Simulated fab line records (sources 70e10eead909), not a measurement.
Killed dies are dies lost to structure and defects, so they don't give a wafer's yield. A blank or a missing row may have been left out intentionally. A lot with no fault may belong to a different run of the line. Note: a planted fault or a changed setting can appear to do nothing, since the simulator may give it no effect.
fab line records | flow nandHarc
record: lots: 24 wafers: 72 lastDay: 33
route steps=1302 shown A_M0@1163 A_M1@1179
lots with no fault: from the same line, run without faults
startH: hours from the record's opening day to when the first of the lot's shown wafers began | waitH: time in hours since the lot's previous step | " unchanged from the row above | L1.1+2: one row covering several wafers at once | - either no value or no given start | * or withheld: withheld | < > ~ a bound
route shown NAME@n: names a module that has steps shown in the file, with the first one's number in the route | usual: mean/standard deviation of fault-free wafers | same: alike in all rows | chamber/n: place in a boat | sites: readings site by site | _std_site: the values' standard deviation | _edge_site: outer sites' mean less inner sites' | radiusMm: for every site, how far away it sits from the centre of the wafer | mask NAME#n: copy n | behind: tool/chamber where the wafer was last shaped | hold: why the lot was held/for how many hours/how that ended | device: whichever transistor did not switch (one of n, p or np) | end of line: the tests these same wafers got at the end of their route | a step with no rows: only its recipe | killed: at the first sort, the dies lost to defects and structure; wafer yield is something else | map: shows each die of a wafer: x if killed, . if not, _ if none is there
set.NAME: the setting as run; set.NAME@STEP: as run at that earlier step | model.NAME: the simulator's own value behind a step, which no gauge read
one table for each step of the route and one row for each wafer, over a sample of lots
services: a tool's chamber out of use, with start hour (startH, from the record's first day; less than 0 if before it), hours out, and reason
== steps ==
step: NHARC_A_M0_THK_MEAS_24
recipe: thkMeasGauge: xrf
usual: thkNm: 114.5/1.4
columns lot.wafer tool chamber startH waitH thkNm
L074.2 filmMetro-02 - 518.40 - 113.6
L074.4 " - " " 112.0
L074.6 " - " " 113.6
L076.2 filmMetro-02 - 526.74 - 114.5
L076.3 " - " " 116.2
L076.5 " - " " 114.6
L075.2 filmMetro-02 - 539.21 - 112.3
L075.4 " - " " 116.4
L075.6 " - " " 113.4
L077.1 filmMetro-02 - 549.81 - 115.5
L077.3 " - " " 114.2
L077.4 " - " " 115.9
L078.1 filmMetro-01 - 556.34 - 114.7
L078.5 " - " " 118.2
L078.6 " - " " 115.0
L079.2 filmMetro-02 - 561.30 - 114.7
L079.5 " - " " 113.4
L079.6 " - " " 116.5
L081.1 filmMetro-01 - 594.53 - 114.0
L081.3 " - " " 114.1
L081.6 " - " " 115.3
L080.1 filmMetro-02 - 603.03 - 115.0
L080.2 " - " " 114.3
L080.3 " - " " 114.1
L082.2 filmMetro-02 - 611.24 - 114.9
L082.4 " - " " 115.4
L082.6 " - " " 116.7
L083.2 filmMetro-02 - 615.82 - 116.1
L083.4 " - " " 112.3
L083.5 " - " " 116.7
L085.1 filmMetro-02 - 626.54 - 115.5
L085.2 " - " " 113.5
L085.6 " - " " 113.7
L084.1 filmMetro-01 - 634.07 - 112.4
L084.3 " - " " 111.9
L084.6 " - " " 113.2
L086.4 filmMetro-01 - 636.31 - 113.8
L086.5 " - " " 114.6
L086.6 " - " " 114.7
L090.1 filmMetro-01 - 668.58 - 112.6
L090.4 " - " " 111.3
L090.6 " - " " 112.7
L088.1 filmMetro-01 - 669.85 - 114.6
L088.3 " - " " 115.3
L088.5 " - " " 113.0
L087.3 filmMetro-01 - 675.37 - 115.5
L087.5 " - " " 113.7
L087.6 " - " " 114.9
L089.2 filmMetro-02 - 687.56 - 117.2
L089.4 " - " " 114.4
L089.6 " - " " 116.1
L092.1 filmMetro-01 - 693.20 - 115.1
L092.3 " - " " 111.9
L092.5 " - " " 112.7
L091.2 filmMetro-02 - 694.82 - 116.0
L091.5 " - " " 115.5
L091.6 " - " " 114.2
L093.3 filmMetro-01 - 707.91 - 114.2
L093.4 " - " " 116.6
L093.5 " - " " 116.2
L095.1 filmMetro-02 - 723.25 - 114.1
L095.2 " - " " 116.1
L095.6 " - " " 115.0
L094.3 filmMetro-02 - 724.77 - 114.7
L094.5 " - " " 112.0
L094.6 " - " " 113.0
L096.2 filmMetro-02 - 739.77 - 116.3
L096.5 " - " " 113.8
L096.6 " - " " 114.9
L097.3 filmMetro-01 - 740.52 - 114.8
L097.4 " - " " 117.2
L097.6 " - " " 115.9
step: NHARC_A_M1_CD_MEAS_09
recipe: targetCdNm: 120 landingEnergyEv: 500
usual: cdNm: 120.1/0.57
columns lot.wafer tool chamber startH waitH cdNm
L074.2 cdSem-03 0 519.81 - 120.0
L074.4 " 0 " " 120.7
L074.6 " 0 " " 119.9
L076.2 cdSem-01 0 528.22 - 119.9
L076.3 " 0 " " 119.6
L076.5 " 0 " " 119.8
L075.2 cdSem-03 0 540.64 - 120.0
L075.4 " 0 " " 120.2
L075.6 " 0 " " 119.4
L077.1 cdSem-01 0 551.33 - 119.5
L077.3 " 0 " " 119.8
L077.4 " 0 " " 120.0
L078.1 cdSem-01 0 557.87 - 120.0
L078.5 " 0 " " 119.8
L078.6 " 0 " " 120.6
L079.2 cdSem-03 0 562.93 - 120.6
L079.5 " 0 " " 120.6
L079.6 " 0 " " 119.9
L081.1 cdSem-01 0 596.22 - 119.4
L081.3 " 0 " " 120.8
L081.6 " 0 " " 120.5
L080.1 cdSem-03 0 604.87 - 121.2
L080.2 " 0 " " 119.7
L080.3 " 0 " " 119.4
L082.2 cdSem-01 0 612.81 - 120.0
L082.4 " 0 " " 119.7
L082.6 " 0 " " 120.5
L083.2 cdSem-02 0 617.25 - 120.1
L083.4 " 0 " " 120.1
L083.5 " 0 " " 120.6
L085.1 cdSem-02 0 628.09 - 119.7
L085.2 " 0 " " 119.5
L085.6 " 0 " " 119.3
L084.1 cdSem-03 0 635.64 - 120.3
L084.3 " 0 " " 118.9
L084.6 " 0 " " 120.2
L086.4 cdSem-03 0 637.74 - 120.5
L086.5 " 0 " " 120.7
L086.6 " 0 " " 119.8
L090.1 cdSem-01 0 670.13 - 120.8
L090.4 " 0 " " 120.8
L090.6 " 0 " " 120.4
L088.1 cdSem-03 0 671.40 - 120.6
L088.3 " 0 " " 121.0
L088.5 " 0 " " 121.1
L087.3 cdSem-02 0 676.92 - 119.7
L087.5 " 0 " " 119.3
L087.6 " 0 " " 119.8
L089.2 cdSem-03 0 689.11 - 120.6
L089.4 " 0 " " 121.1
L089.6 " 0 " " 120.3
L092.1 cdSem-02 0 694.88 - 120.5
L092.3 " 0 " " 119.4
L092.5 " 0 " " 120.4
L091.2 cdSem-02 0 696.40 - 120.6
L091.5 " 0 " " 120.1
L091.6 " 0 " " 121.3
L093.3 cdSem-02 0 709.46 - 120.4
L093.4 " 0 " " 119.8
L093.5 " 0 " " 120.0
L095.1 cdSem-02 0 724.82 - 119.7
L095.2 " 0 " " 119.7
L095.6 " 0 " " 120.4
L094.3 cdSem-02 0 726.32 - 119.1
L094.5 " 0 " " 120.8
L094.6 " 0 " " 120.1
L096.2 cdSem-01 0 741.31 - 119.5
L096.5 " 0 " " 119.6
L096.6 " 0 " " 120.0
L097.3 cdSem-01 0 742.07 - 119.5
L097.4 " 0 " " 119.9
L097.6 " 0 " " 120.1
step: NHARC_A_M1_OVL_MEAS_10
recipe: pitchNm: 240
usual: overlayXNm: -0.2/0.72 overlayYNm: 0.0/0.67
columns lot.wafer tool chamber startH waitH overlayXNm overlayYNm
L074.2 overlay-01 - 519.89 - 0.1 0.0
L074.4 " - " " -0.6 0.0
L074.6 " - " " -0.2 0.2
L076.2 overlay-02 - 528.31 - -1.3 0.1
L076.3 " - " " -1.4 0.0
L076.5 " - " " -1.1 -0.2
L075.2 overlay-01 - 540.73 - -0.3 0.1
L075.4 " - " " 0.1 0.2
L075.6 " - " " -0.2 0.9
L077.1 overlay-01 - 551.42 - -0.3 0.6
L077.3 " - " " -0.5 0.7
L077.4 " - " " -0.9 0.7
L078.1 overlay-02 - 557.96 - 0.4 0.7
L078.5 " - " " 0.5 1.1
L078.6 " - " " 0.5 0.8
L079.2 overlay-01 - 563.02 - 0.9 1.0
L079.5 " - " " 0.3 1.2
L079.6 " - " " -0.1 1.1
L081.1 overlay-01 - 596.31 - 1.1 -1.2
L081.3 " - " " -0.3 -1.5
L081.6 " - " " 0.4 -1.6
L080.1 overlay-02 - 604.95 - -0.1 0.2
L080.2 " - " " 0.1 0.3
L080.3 " - " " 0.2 0.9
L082.2 overlay-02 - 612.89 - -0.7 0.4
L082.4 " - " " -0.9 0.5
L082.6 " - " " -1.0 0.3
L083.2 overlay-02 - 617.33 - -0.7 1.6
L083.4 " - " " -0.2 1.6
L083.5 " - " " -0.2 1.2
L085.1 overlay-01 - 628.18 - -1.4 -0.3
L085.2 " - " " -1.0 -0.1
L085.6 " - " " -1.3 -0.4
L084.1 overlay-02 - 635.73 - -0.5 0.2
L084.3 " - " " -0.1 -0.3
L084.6 " - " " 0.0 0.2
L086.4 overlay-02 - 637.82 - 0.0 -0.6
L086.5 " - " " -0.2 -1.4
L086.6 " - " " -0.1 -1.1
L090.1 overlay-02 - 670.22 - 0.6 0.0
L090.4 " - " " -0.3 -0.4
L090.6 " - " " 0.8 -0.3
L088.1 overlay-02 - 671.49 - -0.6 -0.6
L088.3 " - " " -0.4 -0.2
L088.5 " - " " -0.5 -0.2
L087.3 overlay-01 - 677.00 - -0.2 0.2
L087.5 " - " " -0.7 0.6
L087.6 " - " " -0.8 0.2
L089.2 overlay-01 - 689.20 - 0.1 -0.8
L089.4 " - " " -0.3 -0.5
L089.6 " - " " -0.6 -0.1
L092.1 overlay-02 - 694.97 - -0.9 -0.3
L092.3 " - " " -0.8 -0.5
L092.5 " - " " -0.4 0.2
L091.2 overlay-01 - 696.49 - -1.7 -0.4
L091.5 " - " " -1.3 -0.9
L091.6 " - " " -1.1 -0.2
L093.3 overlay-01 - 709.54 - 0.0 -0.2
L093.4 " - " " 0.3 -0.8
L093.5 " - " " 0.5 -0.9
L095.1 overlay-02 - 724.91 - 0.7 -0.6
L095.2 " - " " 0.6 -0.5
L095.6 " - " " 0.9 -0.5
L094.3 overlay-01 - 726.40 - -0.3 0.4
L094.5 " - " " -0.7 0.7
L094.6 " - " " -0.3 0.9
L096.2 overlay-02 - 741.40 - 1.7 0.1
L096.5 " - " " 1.5 0.1
L096.6 " - " " 2.2 0.5
L097.3 overlay-02 - 742.15 - -1.0 0.3
L097.4 " - " " -0.8 0.1
L097.6 " - " " -0.3 0.0
step: NHARC_A_M1_CD_MEAS_16
usual: cdNm: 120.1/0.86
columns lot.wafer tool chamber startH waitH cdNm
L074.2 cdSem-02 - 520.30 - 120.6
L074.4 " - " " 120.8
L074.6 " - " " 121.0
L076.2 cdSem-03 - 528.76 - 120.3
L076.3 " - " " 120.3
L076.5 " - " " 120.4
L075.2 cdSem-03 - 541.13 - 119.7
L075.4 " - " " 119.6
L075.6 " - " " 119.3
L077.1 cdSem-01 - 551.82 - 119.8
L077.3 " - " " 121.6
L077.4 " - " " 119.7
L078.1 cdSem-03 - 558.36 - 120.3
L078.5 " - " " 120.4
L078.6 " - " " 121.3
L079.2 cdSem-03 - 563.42 - 119.5
L079.5 " - " " 119.8
L079.6 " - " " 119.6
L081.1 cdSem-03 - 596.71 - 119.2
L081.3 " - " " 121.4
L081.6 " - " " 121.0
L080.1 cdSem-01 - 605.36 - 120.7
L080.2 " - " " 120.4
L080.3 " - " " 119.2
L082.2 cdSem-03 - 613.29 - 119.5
L082.4 " - " " 119.2
L082.6 " - " " 121.0
L083.2 cdSem-02 - 617.73 - 119.8
L083.4 " - " " 119.9
L083.5 " - " " 120.1
L085.1 cdSem-03 - 628.59 - 119.5
L085.2 " - " " 119.8
L085.6 " - " " 119.8
L084.1 cdSem-02 - 636.13 - 121.0
L084.3 " - " " 119.0
L084.6 " - " " 120.4
L086.4 cdSem-03 - 638.27 - 120.4
L086.5 " - " " 119.8
L086.6 " - " " 119.1
L090.1 cdSem-01 - 670.62 - 119.6
L090.4 " - " " 119.9
L090.6 " - " " 120.1
L088.1 cdSem-03 - 671.93 - 120.5
L088.3 " - " " 120.9
L088.5 " - " " 121.4
L087.3 cdSem-03 - 677.41 - 120.2
L087.5 " - " " 118.8
L087.6 " - " " 118.8
L089.2 cdSem-02 - 689.60 - 120.2
L089.4 " - " " 121.6
L089.6 " - " " 119.5
L092.1 cdSem-01 - 695.37 - 119.8
L092.3 " - " " 120.4
L092.5 " - " " 119.8
L091.2 cdSem-01 - 696.89 - 120.6
L091.5 " - " " 120.8
L091.6 " - " " 120.6
L093.3 cdSem-01 - 709.95 - 120.8
L093.4 " - " " 120.3
L093.5 " - " " 119.4
L095.1 cdSem-02 - 725.30 - 119.7
L095.2 " - " " 120.1
L095.6 " - " " 121.4
L094.3 cdSem-02 - 726.81 - 118.8
L094.5 " - " " 121.1
L094.6 " - " " 120.3
L096.2 cdSem-02 - 741.85 - 119.6
L096.5 " - " " 118.0
L096.6 " - " " 120.0
L097.3 cdSem-03 - 742.60 - 119.3
L097.4 " - " " 119.4
L097.6 " - " " 117.8
step: NHARC_A_M1_PVD_20
recipe: targetThkA: 50 biasV: 168.6 powerW: 15000 chamberPressurePa: 0.12 timeS: 8.06 substrateTempC: 50 material: TaN
usual: throttleValvePct: 29.6/1.5
columns lot.wafer tool chamber startH waitH throttleValvePct
L074.4 pvdSputter-02 - - - 30.7
L074.2 " - " " 28.2
L074.6 " - " " 30.5
L076.2 pvdSputter-01 - - - 27.0
L076.3 " - " " 29.3
L076.5 " - " " 28.8
L075.4 pvdSputter-01 - - - 27.0
L075.2 " - " " 28.6
L075.6 " - " " 26.8
L077.3 pvdSputter-02 - - - 30.8
L077.4 " - " " 30.5
L077.1 " - " " 29.6
L078.1 pvdSputter-01 - - - 29.1
L078.6 " - " " 28.6
L078.5 " - " " 30.5
L079.2 pvdSputter-02 - - - 29.2
L079.6 " - " " 30.8
L079.5 " - " " 30.5
L081.3 pvdSputter-01 - - - 29.8
L081.1 " - " " 26.9
L081.6 " - " " 30.0
L080.1 pvdSputter-03 - - - 31.4
L080.2 " - " " 27.4
L080.3 " - " " 31.5
L082.4 pvdSputter-03 - - - 27.6
L082.2 " - " " 30.2
L082.6 " - " " 31.5
L083.2 pvdSputter-02 - - - 30.4
L083.4 " - " " 28.2
L083.5 " - " " 30.7
L085.2 pvdSputter-03 - - - 30.5
L085.1 " - " " 31.3
L085.6 " - " " 31.3
L084.3 pvdSputter-02 - - - 28.0
L084.1 " - " " 30.8
L084.6 " - " " 30.4
L086.4 pvdSputter-02 - - - 30.2
L086.6 " - " " 31.3
L086.5 " - " " 30.5
L090.1 pvdSputter-03 - - - 27.5
L090.4 " - " " 30.1
L090.6 " - " " 27.7
L088.1 pvdSputter-01 - - - 29.9
L088.3 " - " " 29.2
L088.5 " - " " 29.9
L087.3 pvdSputter-03 - - - 30.4
L087.5 " - " " 30.3
L087.6 " - " " 31.7
L089.2 pvdSputter-03 - - - 31.6
L089.4 " - " " 27.4
L089.6 " - " " 31.4
L092.3 pvdSputter-03 - - - 27.5
L092.1 " - " " 30.5
L092.5 " - " " 31.1
L091.2 pvdSputter-02 - - - 29.9
L091.6 " - " " 31.2
L091.5 " - " " 28.3
L093.4 pvdSputter-01 - - - 26.5
L093.3 " - " " 29.1
L093.5 " - " " 26.6
L095.2 pvdSputter-02 - - - 28.4
L095.1 " - " " 29.9
L095.6 " - " " 28.2
L094.3 pvdSputter-03 - - - 30.7
L094.6 " - " " 30.9
L094.5 " - " " 27.8
L096.2 pvdSputter-01 - - - 29.2
L096.6 " - " " 29.2
L096.5 " - " " 29.2
L097.4 pvdSputter-03 - - - 30.5
L097.3 " - " " 30.7
L097.6 " - " " 30.4
step: NHARC_A_M1_THK_MEAS_24
recipe: thkMeasGauge: xrf
usual: thkNm: 154.2/1.6
columns lot.wafer tool chamber startH waitH thkNm
L074.2 filmMetro-02 - 522.41 - 154.9
L074.4 " - " " 153.4
L074.6 " - " " 155.8
L076.2 filmMetro-02 - 530.86 - 152.4
L076.3 " - " " 155.5
L076.5 " - " " 156.4
L075.2 filmMetro-02 - 543.24 - 152.9
L075.4 " - " " 156.8
L075.6 " - " " 155.3
L077.1 filmMetro-01 - 554.03 - 152.7
L077.3 " - " " 151.7
L077.4 " - " " 155.6
L078.1 filmMetro-02 - 560.48 - 153.7
L078.5 " - " " 157.1
L078.6 " - " " 154.7
L079.2 filmMetro-02 - 565.53 - 150.6
L079.5 " - " " 154.3
L079.6 " - " " 152.9
L081.1 filmMetro-01 - 598.81 - 153.7
L081.3 " - " " 154.3
L081.6 " - " " 155.9
L080.1 filmMetro-02 - 607.47 - 153.9
L080.2 " - " " 155.3
L080.3 " - " " 155.2
L082.2 filmMetro-02 - 615.51 - 153.4
L082.4 " - " " 154.1
L082.6 " - " " 152.9
L083.2 filmMetro-01 - 619.84 - 156.7
L083.4 " - " " 154.3
L083.5 " - " " 154.6
L085.1 filmMetro-02 - 630.70 - 155.2
L085.2 " - " " 152.5
L085.6 " - " " 153.1
L084.1 filmMetro-02 - 638.31 - 153.2
L084.3 " - " " 153.2
L084.6 " - " " 154.9
L086.4 filmMetro-02 - 640.40 - 153.6
L086.5 " - " " 155.0
L086.6 " - " " 151.9
L090.1 filmMetro-01 - 672.74 - 152.1
L090.4 " - " " 155.7
L090.6 " - " " 155.8
L088.1 filmMetro-01 - 674.04 - 156.2
L088.3 " - " " 156.4
L088.5 " - " " 154.3
L087.3 filmMetro-01 - 679.52 - 156.4
L087.5 " - " " 151.6
L087.6 " - " " 155.3
L089.2 filmMetro-02 - 691.72 - 155.2
L089.4 " - " " 153.6
L089.6 " - " " 154.1
L092.1 filmMetro-01 - 697.52 - 157.6
L092.3 " - " " 152.1
L092.5 " - " " 153.3
L091.2 filmMetro-02 - 699.00 - 152.8
L091.5 " - " " 153.0
L091.6 " - " " 154.6
L093.3 filmMetro-01 - 712.06 - 153.3
L093.4 " - " " 154.5
L093.5 " - " " 153.3
L095.1 filmMetro-01 - 727.42 - 152.5
L095.2 " - " " 153.4
L095.6 " - " " 155.4
L094.3 filmMetro-02 - 728.91 - 155.5
L094.5 " - " " 152.1
L094.6 " - " " 155.9
L096.2 filmMetro-02 - 743.95 - 155.8
L096.5 " - " " 155.3
L096.6 " - " " 153.2
L097.3 filmMetro-02 - 744.72 - 153.2
L097.4 " - " " 150.8
L097.6 " - " " 154.3
== services ==
columns tool chamber startH hours kind
pvdSputter-03 - 527.62 10.0 pm
pvdSputter-01 - 562.35 10.5 repair
pvdSputter-01 - 582.00 10.0 pm
pvdSputter-02 - 642.10 10.0 pm
pvdSputter-01 - 668.13 1.3 repair
pvdSputter-03 - 669.46 0.9 repair
pvdSputter-03 - 697.25 1.1 repair
pvdSputter-03 - 705.62 10.0 pm
pvdSputter-01 - 715.25 15.0 repair
pvdSputter-02 - 739.07 5.1 repair
== key ==
fault none
